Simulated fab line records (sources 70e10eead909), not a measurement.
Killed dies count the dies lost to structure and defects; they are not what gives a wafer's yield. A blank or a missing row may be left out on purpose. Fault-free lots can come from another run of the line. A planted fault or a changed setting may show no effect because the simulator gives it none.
Which of the tools did it? -- flow nandHarc -- 36 wafers from 12 lots sampled at 2 of the route's 1302 steps

## WHAT THE GAUGES SHOWED, per wafer
NHARC_P_CONTACT_INSPECT_14.
lot,measured,on,rawDefectCount
L075,day 6 06:53,defectInspect-02,3 5 2
L077,day 6 21:31,defectInspect-01,5 5 2
L079,day 7 21:42,defectInspect-02,4 2 5
L081,day 8 13:50,defectInspect-01,2 0 4
L083,day 9 11:44,defectInspect-01,4 5 4
L085,day 10 12:02,defectInspect-02,1 5 3
L087,day 11 02:20,defectInspect-02,1 4 3
L088,day 12 01:28,defectInspect-02,4 3 4
L091,day 13 02:51,defectInspect-02,2 3 2
L093,day 13 18:15,defectInspect-02,2 1 6
L094,day 14 10:33,defectInspect-01,2 5 3
L097,day 15 16:47,defectInspect-02,6 3 3

## WHICH TOOL RAN EACH LOT (tool, then ch and the chambers of the sampled wafers, then the start)
lot,NHARC_P_GATE_RTA_80
L075,"rtpAnneal-01 ch 0, day 6 04:38"
L077,"rtpAnneal-02 ch 0, day 6 19:11"
L079,"rtpAnneal-02 ch 0, day 7 19:19"
L081,"rtpAnneal-01 ch 0, day 8 11:26"
L083,"rtpAnneal-02 ch 0, day 9 09:22"
L085,"rtpAnneal-02 ch 0, day 10 09:37"
L087,"rtpAnneal-02 ch 0, day 10 23:47"
L088,"rtpAnneal-02 ch 0, day 11 23:07"
L091,"rtpAnneal-02 ch 0, day 13 00:28"
L093,"rtpAnneal-02 ch 0, day 13 15:55"
L094,"rtpAnneal-02 ch 0, day 14 08:05"
L097,"rtpAnneal-01 ch 0, day 15 14:35"
- NHARC_P_GATE_RTA_80: time 30 s.

## THE ANSWER, worked out from the rows above alone
Rule: usual is defined by the lots themselves. The widest of any qualifying gaps counts: lots, ordered by their means at a reading, are off when they make up no more than a third of the lots, leave a main group of 4 or more, and stand apart from it by 3 or more times the standard deviation of that group's means. A main group is skipped when, at the precision printed for the reading in the tables above, its means are all equal. Also off: a lot with no number at a reading for which 4 or more lots have one. Any other lot the step has rows for is counted as sound.
Across all readings shown, no lot is off: no conclusion can be drawn from this.

## WHAT WAS PUT IN BY THE SIMULATOR
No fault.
